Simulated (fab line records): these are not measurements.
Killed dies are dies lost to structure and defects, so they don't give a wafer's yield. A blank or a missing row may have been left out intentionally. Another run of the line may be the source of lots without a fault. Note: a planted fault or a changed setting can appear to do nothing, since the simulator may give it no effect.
Which tool is to blame?	flow n5 finfet	72 wafers from 24 lots sampled at 4 of the route's 1938 steps

## WHAT THE GAUGES SHOWED, per wafer
N5_BEOL_M9_OVL_MEAS_29. Usual: V8_OVL typically reads -0.1 nm, with standard deviation 0.82.
lot	measured	on	V8_OVL (nm)	flag
L074	day 10 09:37	overlay-01	0.5 -0.2 -0.4	
L076	day 10 20:50	overlay-01	-0.5 -1.2 -1.0	
L075	day 10 20:53	overlay-01	-0.5 0.5 -0.1	
L079	day 11 11:35	overlay-01	-1.5 -2.4 -1.6	
L077	day 11 15:50	overlay-02	0.4 1.3 0.4	
L078	day 12 01:20	overlay-01	0.2 -0.4 0.1	
L080	day 12 09:41	overlay-01	-1.8 0.0 -1.5	
L082	day 12 16:09	overlay-02	0.0 0.8 -0.4	
L081	day 13 04:23	overlay-02	1.5 1.1 0.8	
L084	day 13 07:29	overlay-02	-0.3 0.6 -0.3	
L086	day 13 11:27	overlay-02	-1.0 -0.8 -0.8	
L085	day 14 05:07	overlay-02	-0.5 -0.6 -1.4	
L083	day 14 05:17	overlay-01	0.2 1.2 1.4	
L088	day 14 07:32	overlay-02	-0.6 -0.5 0.1	
L087	day 14 07:34	overlay-01	-0.1 0.2 0.2	
L089	day 14 11:44	overlay-01	-0.8 -0.4 1.1	
L090	day 14 16:17	overlay-01	0.9 -0.1 0.0	
L091	day 15 13:51	overlay-02	-0.7 -0.4 -1.1	
L092	day 15 13:53	overlay-02	-0.1 -0.6 -0.9	
L093	day 15 13:56	overlay-01	-0.7 -0.4 0.6	
L094	day 15 17:20	overlay-02	-0.2 0.0 0.1	
L095	day 16 01:43	overlay-02	1.2 0.7 1.2	
L096	day 16 22:28	overlay-02	-0.7 0.6 -0.1	
L097	day 17 01:55	overlay-02	0.1 0.3 0.0	

N5_BEOL_M9_INSPECT_30: inspects for defects (brightfield). Usual: 438 for raw defect count, sd 110.
lot	measured	on	raw defect count	flag
L074	day 10 09:41	defect inspect-02	346 426 442	
L076	day 10 20:54	defect inspect-01	446 571 552	
L075	day 10 20:56	defect inspect-02	506 609 446	
L079	day 11 11:38	defect inspect-01	342 348 440	
L077	day 11 15:53	defect inspect-01	454 282 272	
L078	day 12 01:23	defect inspect-01	366 262 325	
L080	day 12 09:44	defect inspect-01	866 596 450	
L082	day 12 16:12	defect inspect-01	417 289 453	
L081	day 13 04:26	defect inspect-01	437 463 613	
L084	day 13 07:32	defect inspect-02	465 360 411	
L086	day 13 11:30	defect inspect-01	306 245 394	
L085	day 14 05:11	defect inspect-02	451 635 614	
L083	day 14 05:20	defect inspect-01	368 322 317	
L088	day 14 07:35	defect inspect-02	430 425 332	
L087	day 14 07:38	defect inspect-01	439 510 535	
L089	day 14 11:47	defect inspect-02	677 705 420	
L090	day 14 16:21	defect inspect-01	504 357 412	
L091	day 15 13:53	defect inspect-02	385 439 631	
L092	day 15 13:56	defect inspect-02	446 426 469	
L093	day 15 13:59	defect inspect-01	398 383 352	
L094	day 15 17:24	defect inspect-01	453 395 361	
L095	day 16 01:46	defect inspect-01	273 286 293	
L096	day 16 22:32	defect inspect-02	385 444 559	
L097	day 17 01:58	defect inspect-01	422 356 369	

N5_BEOL_M9_OCD_MEAS_38. Usual: 151.2 nm for trench depth nm, sd 2.3.
lot	measured	on	trench depth nm (nm)	flag
L074	day 10 10:10	ocd-01	153.4 154.1 152.3	
L076	day 10 21:30	ocd-02	153.3 150.1 154.3	
L075	day 10 21:34	ocd-01	152.6 150.6 152.6	
L079	day 11 12:13	ocd-02	152.8 151.7 152.4	
L077	day 11 16:53	ocd-01	148.1 147.9 147.5	
L078	day 12 01:53	ocd-02	150.9 155.6 153.7	
L080	day 12 10:14	ocd-02	147.4 148.6 151.3	
L082	day 12 16:41	ocd-01	150.4 150.1 148.9	
L081	day 13 05:20	ocd-02	152.3 155.2 151.1	
L084	day 13 08:02	ocd-01	147.1 152.1 148.0	
L086	day 13 11:59	ocd-02	151.7 148.8 151.8	
L085	day 14 05:41	ocd-01	153.9 148.4 148.7	
L083	day 14 06:14	ocd-01	154.4 154.6 154.2	
L088	day 14 08:05	ocd-02	148.6 152.5 152.5	
L087	day 14 08:07	ocd-01	150.7 148.5 150.6	
L089	day 14 12:17	ocd-02	146.0 152.2 147.8	
L090	day 14 16:50	ocd-02	153.6 156.0 149.2	
L091	day 15 14:23	ocd-01	151.0 154.1 150.9	
L092	day 15 14:26	ocd-02	151.8 152.2 153.4	
L093	day 15 14:28	ocd-01	150.9 152.4 147.8	
L094	day 15 17:53	ocd-01	148.7 152.3 149.4	
L095	day 16 02:16	ocd-01	147.2 149.2 151.0	
L096	day 16 23:01	ocd-01	151.7 152.7 153.6	
L097	day 17 02:34	ocd-02	154.9 149.7 153.4	

N5_BEOL_M9_CD_MEAS_35: target cd 70 nm, target cd y 40 nm. Usual: 70.1 nm for cd nm, sd 0.51.
lot	measured	on	cd nm (nm)	flag
L074	day 10 10:19	cd sem-01	70.9 70.5 70.6	
L076	day 10 21:39	cd sem-02	70.7 70.0 70.4	
L075	day 10 21:43	cd sem-03	70.2 69.6 69.6	
L079	day 11 12:22	cd sem-03	70.6 70.7 70.3	
L077	day 11 17:03	cd sem-03	69.7 69.8 69.9	
L078	day 12 02:02	cd sem-03	69.5 70.2 69.0	
L080	day 12 10:23	cd sem-01	69.3 70.0 69.7	
L082	day 12 16:51	cd sem-01	70.8 70.9 71.1	
L081	day 13 05:29	cd sem-02	70.8 70.6 70.6	
L084	day 13 08:11	cd sem-03	69.9 70.4 70.9	
L086	day 13 12:09	cd sem-01	69.7 69.7 69.8	
L085	day 14 05:50	cd sem-03	69.7 69.7 69.9	
L083	day 14 06:23	cd sem-01	69.8 70.3 70.6	
L088	day 14 08:14	cd sem-02	70.1 69.7 70.2	
L087	day 14 08:17	cd sem-01	69.9 70.0 69.3	
L089	day 14 12:26	cd sem-01	69.3 70.1 69.7	
L090	day 14 16:59	cd sem-02	71.2 70.2 70.0	
L091	day 15 14:32	cd sem-03	69.4 69.7 69.5	
L092	day 15 14:35	cd sem-02	69.6 70.2 69.9	
L093	day 15 14:38	cd sem-01	70.6 70.3 70.5	
L094	day 15 18:02	cd sem-02	70.7 69.9 70.3	
L095	day 16 02:25	cd sem-02	70.1 70.5 70.1	
L096	day 16 23:11	cd sem-03	70.6 69.8 70.3	
L097	day 17 02:43	cd sem-02	70.5 71.3 70.2	

## TOOL THAT RAN EACH LOT (tool first, then ch and the chambers of the sampled wafers, then the start)
No process step before these readings appears in the record.

## AS READ BY THE TOOLS THEMSELVES (means over the sampled wafers that have a number; for cases with no such wafer, the mark the record gives instead)
The record holds no such reading with a usual standard deviation.

## THE ANSWER, worked out from the rows above alone
Rule: a lot is off if the mean of its wafers that have a number lies more than 3 standard deviations from the usual mean. A lot without any number at a reading at which 4 lots or more have one is off too. Where the step has rows for the other lots, those lots are counted as sound. Order of review: gauges by route order, followed by the tools' own readings, for which a lot's mean as printed above is used. At the first step where some lot is off, the reading lying furthest off is the one used; lots without a number count as furthest.
No lot is off at any reading shown: from this, nothing can be told.

## WHAT WAS PUT IN BY THE SIMULATOR
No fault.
